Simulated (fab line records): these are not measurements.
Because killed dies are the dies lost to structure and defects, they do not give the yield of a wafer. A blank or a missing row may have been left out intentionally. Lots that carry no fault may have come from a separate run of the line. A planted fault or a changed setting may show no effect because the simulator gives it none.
Struck lot and sound lot, side by side / flow nandHarc / 14 steps out of a route of 1302
Sound: wafers L999.2, L999.5, L999.6. Wafers struck: L988.2, L988.4, L988.5. The cause is given at the end.
For every step that has rows: the tool of each side, followed by ch and its chambers, followed by its first start. Under that, the readings that differ: sound wafers / struck wafers / difference of the means / sigmas: that difference in standard deviations of wafers without a fault.
alike: readings whose means differ by less than 2 such deviations, and words and numbers that are the same on both sides. not compared: withheld readings, readings that some wafer has no value for, bounds like >300 that may hide the same value, and numbers for which the record gives no deviation and whose values overlap.
The two part at a step that has a row with sigmas, a row that says differs or no value, or rows on one side only. When numbers do not overlap yet have no deviation, they are printed without sigmas and do not part them. Lack of a reading on every wafer of one side parts them only where that side has two or more wafers.

first, 6 steps without rows for these wafers: NHARC_A_STAIRCASE_SOFTBAKE_263 (time 170 s); NHARC_A_STAIRCASE_EBR_264; NHARC_A_STAIRCASE_EXPOSE_265 (exposes mask CHOP 200); NHARC_A_STAIRCASE_PEB_266 (peb time 130 s); NHARC_A_STAIRCASE_DEVELOP_267 (time 140 s); NHARC_A_STAIRCASE_HARDBAKE_269 (time 140 s).
NHARC_A_STAIRCASE_DESCUM_270: chemistry O2, time 3 s.
  sound on rieDiel-08 ch 1,2,3, day 24 16:47; struck on rieDiel-08 ch 2,3, day 20 22:17
  alike: drypumpMotorCurrentA, o2FlowSccm, oesProductAu, rfVppV, showerheadPlenumPTorr, throttleValvePct
  not compared: rfHoursCounterH
NHARC_A_STAIRCASE_ETCH_271: etches the open film in CF4/CHF3.
  sound on rieDiel-08 ch 0,2,3, day 24 16:52; struck on rieDiel-08 ch 1,3, day 20 22:22
  alike: biasW, cf4FlowSccm, drypumpMotorCurrentA, oesProductAu, rfVppV, showerheadPlenumPTorr, throttleValvePct
  not compared: rfHoursCounterH
NHARC_A_STAIRCASE_HM_OPEN_457: chemistry O2/COS.
  sound: rieDiel-08 ch 0,3; struck: rieDiel-08 ch 2,3
  alike: biasW, drypumpMotorCurrentA, o2FlowSccm, oesProductAu, rfVppV, showerheadPlenumPTorr, throttleValvePct
  not compared: rfHoursCounterH
then, 1 step without rows for these wafers: NHARC_A_STAIRCASE_STRIP_458 (strips in O2/COS).
NHARC_A_STAIRCASE_ETCH_451: etches the open film in CF4/O2, target depth 30 nm, overetch 3 nm, time 16.5 s.
  sound: rieDiel-08 ch 0,1,3; struck: rieDiel-08 ch 0,1,2
  alike: biasW, cf4FlowSccm, drypumpMotorCurrentA, o2FlowSccm, oesProductAu, rfVppV, showerheadPlenumPTorr, throttleValvePct
  not compared: rfHoursCounterH
NHARC_A_STAIRCASE_ETCH_273: etches the open film in C4F8/O2/Ar, target depth 10200 nm, time 2468.6 s.
  sound on rieDiel-08 ch 0,3, day 24 17:21; struck on rieDiel-08 ch 0,3, day 20 22:53
  no value came back on the struck wafers for biasW (W), chamberPressureMTorr (mTorr), oesProductAu (a.u.), rfVppV (V); on the sound wafers biasW (W) reads 2993 3014 2991
  not compared: rfHoursCounterH
NHARC_A_STAIRCASE_STRIP_274: strips in O2.
  sound: rieDiel-08 ch 2,3; struck: rieDiel-08 ch 1,2
  alike: drypumpMotorCurrentA, o2FlowSccm, oesProductAu, rfVppV, showerheadPlenumPTorr, throttleValvePct
  not compared: rfHoursCounterH
-- break in the record here, with 8 days between the starts of the struck wafers on either side (left off in module A_STAIRCASE, picked up again in module END, where the first step shown is number 1302 on the route) --
NHARC_END_SORT_01:
  only the struck wafers appear in the record here, on prober-01 ch 0 at day 28 20:28; the sound ones have no rows

WHERE THEY PART
At NHARC_A_STAIRCASE_ETCH_273 first; at NHARC_END_SORT_01 last (within this record only).

WHY: the cause the simulator had injected
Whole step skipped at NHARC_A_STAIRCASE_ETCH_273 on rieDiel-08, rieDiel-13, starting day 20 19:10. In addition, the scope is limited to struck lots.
